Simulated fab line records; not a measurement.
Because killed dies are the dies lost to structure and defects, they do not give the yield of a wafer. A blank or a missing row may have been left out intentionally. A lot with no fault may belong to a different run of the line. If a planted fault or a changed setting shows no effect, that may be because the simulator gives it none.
Which tool is to blame?	flow n5-finfet	24 lots, 72 wafers sampled, at 5 steps of a route of 1938

## WHAT THE GAUGES READ, wafer by wafer
N5_BEOL_M7_CD_MEAS_35: the cd target is 40 nm. Usual: cd-nm reads 40.1 nm (standard deviation 0.46).
lot	measured	on	cd-nm (nm)	flag
L074	day 10 02:44	cd-sem-03	40.6 40.3 40.2	
L076	day 10 16:43	cd-sem-02	39.5 39.2 39.8	
L075	day 10 17:44	cd-sem-01	39.8 40.3 39.8	
L079	day 11 15:15	cd-sem-02	40.7 40.5 40.6	
L077	day 11 15:06	cd-sem-01	40.0 40.3 40.7	
L078	day 11 14:38	cd-sem-01	40.2 40.3 39.7	
L081	day 11 15:33	cd-sem-01	40.5 40.7 40.2	
L080	day 11 19:11	cd-sem-02	39.9 40.5 40.0	
L083	day 12 18:35	cd-sem-02	40.2 40.3 40.2	
L082	day 13 02:14	cd-sem-01	40.4 39.1 40.0	
L084	day 13 06:44	cd-sem-01	40.2 40.0 40.2	
L085	day 13 13:32	cd-sem-01	40.6 40.3 39.9	
L086	day 13 13:20	cd-sem-03	40.5 39.4 39.0	
L087	day 13 20:26	cd-sem-01	40.0 39.7 40.5	
L089	day 13 20:02	cd-sem-01	39.7 39.9 40.3	
L088	day 14 11:13	cd-sem-03	39.3 39.1 39.3	
L090	day 14 14:25	cd-sem-01	39.8 39.7 40.7	
L091	day 14 14:23	cd-sem-03	39.8 40.3 40.5	
L092	day 14 19:53	cd-sem-03	39.6 40.0 39.8	
L093	day 14 21:10	cd-sem-03	39.8 40.6 40.6	
L094	day 15 08:17	cd-sem-03	40.6 39.7 39.9	
L095	day 16 07:40	cd-sem-02	40.6 40.6 40.2	
L096	day 16 10:07	cd-sem-02	39.7 39.6 40.1	
L097	day 16 14:13	cd-sem-02	41.2 40.5 40.9	

## WHICH TOOL RAN EACH LOT (tool, then ch and the chambers of the sampled wafers, then the start)
lot	N5_BEOL_M6_ETCH_61	N5_BEOL_M6_HM_OPEN_17	N5_BEOL_M7_CURE_74	N5_BEOL_M7_VIA_ETCH_34
L074	rie-diel-04 ch 1,3, day 9 18:17	rie-metal-01 ch 0, day 9 18:32	uv-cure-03 ch 1, day 9 22:17	rie-diel-02 ch 1,2,3, day 10 02:20
L076	rie-diel-03 ch 0,1,2, day 10 02:56	rie-metal-02 ch 0,1, day 10 03:11	uv-cure-01 ch 2, day 10 10:54	rie-diel-05 ch 1,2, day 10 16:19
L075	rie-diel-01 ch 2,3, day 10 03:48	rie-metal-03 ch 0,1, day 10 04:02	uv-cure-02 ch 1, day 10 11:15	rie-diel-05 ch 0,1,3, day 10 17:19
L079	rie-diel-01 ch 2,3, day 11 01:28	rie-metal-03 ch 0,1, day 11 01:44	uv-cure-02 ch 2, day 11 08:13	rie-diel-05 ch 2,3, day 11 14:50
L077	rie-diel-03 ch 2,3, day 11 01:35	rie-metal-03 ch 0,1, day 11 01:49	uv-cure-01 ch 1, day 11 08:10	rie-diel-02 ch 0,3, day 11 14:42
L078	rie-diel-03 ch 1,2,3, day 11 04:59	rie-metal-01 ch 0,1, day 11 05:14	uv-cure-02 ch 1, day 11 10:40	rie-diel-06 ch 1,3, day 11 14:14
L081	rie-diel-03 ch 2,3, day 11 05:17	rie-metal-03 ch 0,1, day 11 05:32	uv-cure-01 ch 0, day 11 10:23	rie-diel-06 ch 1,3, day 11 15:08
L080	rie-diel-03 ch 0,2, day 11 10:43	rie-metal-02 ch 0,1, day 11 10:58	uv-cure-01 ch 1, day 11 15:53	rie-diel-05 ch 1,2,3, day 11 18:47
L083	rie-diel-01 ch 1,3, day 12 01:44	rie-metal-02 ch 0,1, day 12 01:59	uv-cure-03 ch 2, day 12 07:20	rie-diel-05 ch 0,1, day 12 18:11
L082	rie-diel-01 ch 0,1, day 12 11:08	rie-metal-02 ch 0,1, day 12 11:23	uv-cure-01 ch 0, day 12 20:43	rie-diel-02 ch 2,3, day 13 01:50
L084	rie-diel-03 ch 1,2,3, day 12 16:07	rie-metal-02 ch 0,1, day 12 16:22	uv-cure-01 ch 1, day 12 22:48	rie-diel-05 ch 1,2,3, day 13 06:19
L085	rie-diel-03 ch 0,2, day 13 02:54	rie-metal-01 ch 0,1, day 13 03:11	uv-cure-02 ch 1, day 13 08:26	rie-diel-02 ch 1,3, day 13 13:08
L086	rie-diel-01 ch 1,2,3, day 13 03:04	rie-metal-01 ch 0,1, day 13 03:19	uv-cure-02 ch 1, day 13 09:45	rie-diel-05 ch 1,2,3, day 13 12:56
L087	rie-diel-03 ch 0,1, day 13 06:58	rie-metal-03 ch 0,1, day 13 07:15	uv-cure-02 ch 2, day 13 13:59	rie-diel-02 ch 0,2,3, day 13 20:02
L089	rie-diel-04 ch 2,3, day 13 07:10	rie-metal-01 ch 0,1, day 13 07:27	uv-cure-03 ch 1, day 13 14:09	rie-diel-02 ch 0,2, day 13 19:38
L088	rie-diel-04 ch 0,2,3, day 13 23:13	rie-metal-03 ch 0,1, day 13 23:27	uv-cure-01 ch 0, day 14 06:33	rie-diel-02 ch 0,1,3, day 14 10:48
L090	rie-diel-01 ch 1,2, day 14 03:03	rie-metal-03 ch 0,1, day 14 03:17	uv-cure-03 ch 0, day 14 08:14	rie-diel-05 ch 1,2, day 14 14:01
L091	rie-diel-03 ch 0,1,3, day 14 03:22	rie-metal-02 ch 0,1, day 14 03:37	uv-cure-02 ch 0, day 14 08:44	rie-diel-02 ch 0,1,2, day 14 13:58
L092	rie-diel-01 ch 1,2,3, day 14 10:46	rie-metal-03 ch 0,1, day 14 11:01	uv-cure-02 ch 0, day 14 15:58	rie-diel-02 ch 0,3, day 14 19:28
L093	rie-diel-03 ch 0,3, day 14 11:11	rie-metal-03 ch 0,1, day 14 11:26	uv-cure-03 ch 0, day 14 16:39	rie-diel-02 ch 0,2,3, day 14 20:46
L094	rie-diel-01 ch 0,1,2, day 14 21:55	rie-metal-01 ch 0,1, day 14 22:10	uv-cure-03 ch 1, day 15 04:22	rie-diel-06 ch 0,3, day 15 07:53
L095	rie-diel-04 ch 2,3, day 15 21:38	rie-metal-02 ch 0,1, day 15 21:53	uv-cure-03 ch 0, day 16 03:19	rie-diel-05 ch 2,3, day 16 07:16
L096	rie-diel-03 ch 0,1,3, day 16 00:52	rie-metal-01 ch 0,1, day 16 01:07	uv-cure-01 ch 1, day 16 05:32	rie-diel-02 ch 0,1, day 16 09:43
L097	rie-diel-01 ch 0,1,3, day 16 04:57	rie-metal-03 ch 0,1, day 16 05:12	uv-cure-02 ch 1, day 16 09:46	rie-diel-02 ch 0,1, day 16 13:49
- N5_BEOL_M6_ETCH_61: etches SiARC in CF4, target depth 45.5 nm, time 75.8 s.
- N5_BEOL_M6_HM_OPEN_17: chemistry Cl2/BCl3, target TiN, target depth 20 nm, overetch 6 nm.
- N5_BEOL_M7_CURE_74: cures SiCOH lowk, time 240 s.
- N5_BEOL_M7_VIA_ETCH_34: etches SiCOH lowk in C4F6/O2, target depth 125.5 nm, time 50.5 s.

## AS READ BY THE TOOLS THEMSELVES (means over the sampled wafers that have a number; for cases with no such wafer, the mark the record gives instead)
N5_BEOL_M6_ETCH_61. Usual: drypump-motor-current-A 5.6 A, standard deviation 0.53; etch-rf-on-time-s 75.4 s, standard deviation 0.88; oes-product-au 0.69 a.u., standard deviation 0.066; rf-vpp-V 184.5 V, standard deviation 1.3; showerhead-plenum-p-Torr 2.17 Torr, standard deviation 0.081; throttle-valve-pct 15.59 %, standard deviation 0.19.
lot	tool	drypump-motor-current-A (A)	etch-rf-on-time-s (s)	oes-product-au (a.u.)	rf-vpp-V (V)	showerhead-plenum-p-Torr (Torr)	throttle-valve-pct (%)	flag
L074	rie-diel-04	5.4	75.1	0.77	186.1	2.27	15.33	
L076	rie-diel-03	5.8	75.0	0.72	184.4	2.13	15.54	
L075	rie-diel-01	5.7	74.6	0.76	184.9	2.21	15.48	
L079	rie-diel-01	6.0	74.6	0.74	184.0	2.16	15.55	
L077	rie-diel-03	5.0	75.7	0.61	184.8	2.15	15.90	
L078	rie-diel-03	5.5	75.9	0.64	184.8	2.16	15.77	
L081	rie-diel-03	5.0	75.6	0.60	184.1	2.15	15.91	
L080	rie-diel-03	5.4	76.2	0.66	182.6	2.06	15.64	
L083	rie-diel-01	5.9	75.1	0.72	184.2	2.15	15.59	
L082	rie-diel-01	5.3	75.3	0.70	185.3	2.22	15.56	
L084	rie-diel-03	5.6	75.1	0.63	184.0	2.16	15.80	
L085	rie-diel-03	5.4	75.8	0.65	183.1	2.05	15.67	
L086	rie-diel-01	5.6	75.2	0.72	184.7	2.20	15.56	
L087	rie-diel-03	5.8	74.9	0.75	184.4	2.14	15.40	
L089	rie-diel-04	6.1	74.0	0.70	184.2	2.18	15.50	
L088	rie-diel-04	5.8	75.2	0.70	184.1	2.16	15.53	
L090	rie-diel-01	5.2	75.5	0.71	185.5	2.26	15.56	
L091	rie-diel-03	5.6	76.0	0.68	183.8	2.17	15.63	
L092	rie-diel-01	5.6	75.8	0.70	184.3	2.20	15.58	
L093	rie-diel-03	5.3	75.3	0.70	184.8	2.12	15.56	
L094	rie-diel-01	5.4	76.4	0.68	184.8	2.22	15.56	
L095	rie-diel-04	6.1	75.7	0.67	184.5	2.18	15.55	
L096	rie-diel-03	5.6	75.4	0.75	183.5	2.17	15.49	
L097	rie-diel-01	5.7	75.0	0.67	184.1	2.16	15.64	

N5_BEOL_M6_HM_OPEN_17. Usual: drypump-motor-current-A 5.6 A, standard deviation 0.41; mfc-cl2-sccm 53.23 sccm, standard deviation 0.16; oes-product-au 0.68 a.u., standard deviation 0.067; throttle-valve-pct 22.12 %, standard deviation 0.15.
lot	tool	drypump-motor-current-A (A)	mfc-cl2-sccm (sccm)	oes-product-au (a.u.)	throttle-valve-pct (%)	flag
L074	rie-metal-01	5.5	53.17	0.76	22.11	
L076	rie-metal-02	5.9	53.26	0.68	22.03	
L075	rie-metal-03	5.2	53.16	0.67	22.26	
L079	rie-metal-03	5.2	53.22	0.66	22.27	
L077	rie-metal-03	5.3	53.18	0.66	22.28	
L078	rie-metal-01	5.8	53.14	0.76	22.04	
L081	rie-metal-03	5.2	53.52	0.66	22.26	
L080	rie-metal-02	5.7	53.18	0.62	22.07	
L083	rie-metal-02	5.6	53.11	0.62	22.06	
L082	rie-metal-02	5.7	53.26	0.62	22.07	
L084	rie-metal-02	5.7	53.42	0.62	22.08	
L085	rie-metal-01	5.8	53.23	0.75	22.04	
L086	rie-metal-01	5.7	53.31	0.75	22.05	
L087	rie-metal-03	5.5	53.28	0.64	22.17	
L089	rie-metal-01	5.8	53.21	0.75	22.05	
L088	rie-metal-03	5.5	53.19	0.64	22.17	
L090	rie-metal-03	5.2	53.31	0.64	22.28	
L091	rie-metal-02	5.7	53.28	0.62	22.08	
L092	rie-metal-03	5.2	53.13	0.65	22.27	
L093	rie-metal-03	5.5	53.41	0.65	22.17	
L094	rie-metal-01	5.8	53.29	0.73	22.05	
L095	rie-metal-02	5.7	53.26	0.60	22.08	
L096	rie-metal-01	5.8	53.13	0.72	22.06	
L097	rie-metal-03	5.2	53.26	0.63	22.30	

N5_BEOL_M7_CURE_74. Usual: lamp-power-pct 52.31 %, standard deviation 0.047; wafer_temp_C_max 386.5, standard deviation 0.47.
lot	tool	lamp-power-pct (%)	wafer_temp_C_max	flag
L074	uv-cure-03	52.32	386.8	
L076	uv-cure-01	52.31	387.5	
L075	uv-cure-02	52.30	386.5	
L079	uv-cure-02	52.35	386.9	
L077	uv-cure-01	52.35	386.2	
L078	uv-cure-02	52.31	386.5	
L081	uv-cure-01	52.35	386.7	
L080	uv-cure-01	52.32	386.3	
L083	uv-cure-03	52.27	387.1	
L082	uv-cure-01	52.31	386.1	
L084	uv-cure-01	52.39	386.1	
L085	uv-cure-02	52.29	386.3	
L086	uv-cure-02	52.27	386.3	
L087	uv-cure-02	52.29	386.9	
L089	uv-cure-03	52.30	386.2	
L088	uv-cure-01	52.34	386.4	
L090	uv-cure-03	52.32	386.3	
L091	uv-cure-02	52.35	386.6	
L092	uv-cure-02	52.30	386.3	
L093	uv-cure-03	52.28	386.2	
L094	uv-cure-03	52.29	386.3	
L095	uv-cure-03	52.32	386.0	
L096	uv-cure-01	52.28	386.5	
L097	uv-cure-02	52.34	386.4	

N5_BEOL_M7_VIA_ETCH_34. Usual: drypump-motor-current-A 5.6 A, standard deviation 0.55; oes-product-au 0.78 a.u., standard deviation 0.051; rf-vpp-V 669 V, standard deviation 6.5; showerhead-plenum-p-Torr 2.85 Torr, standard deviation 0.088; throttle-valve-pct 20.73 %, standard deviation 0.18.
lot	tool	drypump-motor-current-A (A)	oes-product-au (a.u.)	rf-vpp-V (V)	showerhead-plenum-p-Torr (Torr)	throttle-valve-pct (%)	flag
L074	rie-diel-02	5.7	0.83	673	2.89	20.80	
L076	rie-diel-05	5.5	0.83	665	2.80	20.68	
L075	rie-diel-05	5.6	0.74	666	2.91	20.60	
L079	rie-diel-05	5.5	0.82	669	2.84	20.67	
L077	rie-diel-02	5.1	0.80	670	2.79	20.55	
L078	rie-diel-06	5.6	0.78	667	2.75	20.98	
L081	rie-diel-06	5.6	0.78	667	2.75	20.99	
L080	rie-diel-05	5.7	0.78	665	2.85	20.63	
L083	rie-diel-05	5.7	0.74	661	2.87	20.66	
L082	rie-diel-02	5.2	0.80	673	2.79	20.71	
L084	rie-diel-05	5.7	0.78	666	2.85	20.64	
L085	rie-diel-02	5.3	0.80	668	2.83	20.67	
L086	rie-diel-05	5.7	0.77	665	2.85	20.64	
L087	rie-diel-02	5.6	0.79	674	2.83	20.74	
L089	rie-diel-02	6.0	0.79	678	2.88	20.88	
L088	rie-diel-02	5.6	0.79	669	2.87	20.70	
L090	rie-diel-05	5.5	0.80	664	2.79	20.74	
L091	rie-diel-02	6.1	0.79	673	2.92	20.85	
L092	rie-diel-02	5.1	0.78	669	2.78	20.59	
L093	rie-diel-02	5.5	0.77	673	2.82	20.75	
L094	rie-diel-06	5.9	0.82	660	2.76	20.88	
L095	rie-diel-05	5.6	0.75	668	2.88	20.65	
L096	rie-diel-02	6.0	0.78	670	2.91	20.72	
L097	rie-diel-02	5.9	0.77	669	2.91	20.73	

## THE ANSWER, worked out from the rows above alone
Rule: lot off if the mean of its wafers having a number is beyond 3 standard deviations from the usual mean. Also off: a lot with no number at a reading for which 4 or more lots have one. All remaining lots with rows at the step are treated as sound. After the gauges, taken in route order, come the tools' own readings; for these a lot's mean is taken, as printed above. At the first step where some lot is off, the reading lying furthest off is the one used; lots without a number count as furthest.
No lot is off at any reading shown: from this, nothing can be told.

## WHAT HAD BEEN PUT IN BY THE SIMULATOR
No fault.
